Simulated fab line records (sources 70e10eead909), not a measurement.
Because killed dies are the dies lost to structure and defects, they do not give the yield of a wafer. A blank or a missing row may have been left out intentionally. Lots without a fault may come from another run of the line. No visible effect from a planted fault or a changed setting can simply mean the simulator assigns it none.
Struck lot and sound lot, side by side ; flow nand_harc ; 16 out of 1302 route steps
Sound: the wafers L689.1, L689.4, L689.6. Wafers struck: L699.2, L699.4, L699.6. Last of all comes the cause.
Order at every step that has rows: each side's tool, ch and its chambers, its first start. Under that, the readings that differ: sound wafers ; struck wafers ; difference of the means ; sigmas: that difference in standard deviations of wafers without a fault.
alike: same words and numbers on both sides, and readings whose means sit less than 2 such deviations apart. not compared: any withheld reading, any reading some wafer has no value for, any bound like >300 that may hide the same value, and any number with overlapping values for which the record gives no deviation.
The two part at a step that has a row with sigmas, a row that says differs or no value, or rows on one side only. When numbers do not overlap yet have no deviation, they are printed without sigmas and do not part them. A reading that every wafer of one side lacks parts them only if that side has two wafers or more.

first, 3 steps without rows for these wafers: NHARC_P_CONTACT_ETCH_36 (etches the open film in N2/H2, target depth 260 nm, time 406.25 s); NHARC_P_CONTACT_ETCH_18 (etches the open film in C4F8/O2/Ar, target depth 481 nm, time 240.5 s); NHARC_P_CONTACT_STRIP_37 (strips in C4F8/O2/Ar).
NHARC_P_CONTACT_ETCH_31: etches the open film in CH3F/O2, target depth 30 nm, time 85.7 s.
  sound: rie_diel-13 ch 0,2; struck: rie_diel-13 ch 1,3
  alike: drypump_motor_current_A, mfc_ar_sccm, oes_product_au, rf_vpp_V, showerhead_plenum_p_Torr, throttle_valve_pct
  not compared: rf_hours_counter_h
NHARC_P_CONTACT_CD_MEAS_19:
  struck on cd_sem-02, day 12 21:09; sound on cd_sem-01, day 8 18:05
  alike: cd_nm
NHARC_P_CONTACT_STRIP_28: strips in O2.
  sound on rie_diel-08 ch 0,1,2, day 8 18:12; struck on rie_diel-04 ch 0,2, day 12 21:14
  alike: drypump_motor_current_A, mfc_ar_sccm, oes_product_au, rf_vpp_V, showerhead_plenum_p_Torr, throttle_valve_pct
  not compared: rf_hours_counter_h
then, 1 step without rows for these wafers: NHARC_P_CONTACT_STRIP_29 (strips in post etch residue remover, time 1200 s).
NHARC_P_CONTACT_DEGAS_38: time 60 s.
  struck on pvd_sputter-01, day 12 21:52; sound on pvd_sputter-01, day 8 18:49
  alike: heater_power_w
then, 1 step without rows for these wafers: NHARC_P_CONTACT_PRE_CLEAN_39 (time 19.5 s).
NHARC_P_CONTACT_PVD_32: deposits Ti, target thk 5 nm, time 17.7 s.
  sound on pvd_sputter-01; struck on pvd_sputter-01
  alike: substrate_temp_c, throttle_valve_pct
then, 1 step without rows for these wafers: NHARC_P_CONTACT_ALD_22 (deposits TiN, target thk 3 nm, pulse time 1 s, ald cycles 150).
NHARC_P_CONTACT_CVD_23: deposits W, target thk 200 nm, time 557 s.
  sound: cvd_w-02 ch 0,1; struck: cvd_w-02 ch 0,1
  alike: heater_power_w, mfc_ar_sccm, throttle_valve_pct
NHARC_P_CONTACT_CMP_24: polishes, t overpolish 30 s, target thk 200 nm.
  sound on cmp-03 ch 1,2,3, day 8 19:55; struck on cmp-04 ch 0,1, day 12 22:58
  no value came back on the struck wafers for edge_zone_pressure_frac, motor_current_A (A), overpolish_run_s (s), time_to_endpoint_s (s); on the sound wafers edge_zone_pressure_frac reads 0.999 0.999 0.998
after that, 1 step had no rows for these wafers: NHARC_P_CONTACT_SRD_26.
NHARC_P_CONTACT_INSPECT_27:
  struck on defect_inspect-01, day 12 23:21; sound on defect_inspect-01, day 8 20:18
reading;sound;struck;difference;sigmas
raw_defect_count;354 500 422;2352 2296 2377;+1916;+19
-- record jumps: 17 days between struck wafers' starts before vs after; left off in module P_CONTACT, resumes in module END, first step shown is number 1302 of the route --
NHARC_END_SORT_01:
  sound on prober-01 ch 0, day 27 19:46; struck on prober-01 ch 0, day 30 11:11
reading;sound;struck;difference;sigmas
killed_at_periphery;10 7 8;617 609 598;+600;+99 or more
killed_dies;57 60 57;677 677 677;+619;+34
  alike: killed_at_array, killed_at_other, killed_open, killed_short

## WHERE THEY PART
Earliest at NHARC_P_CONTACT_CMP_24; latest, in this record, at NHARC_END_SORT_01.

WHY: what the simulator had put in
Beginning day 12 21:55, the whole step at NHARC_P_CONTACT_CMP_24 was skipped on cmp-04. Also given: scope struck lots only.
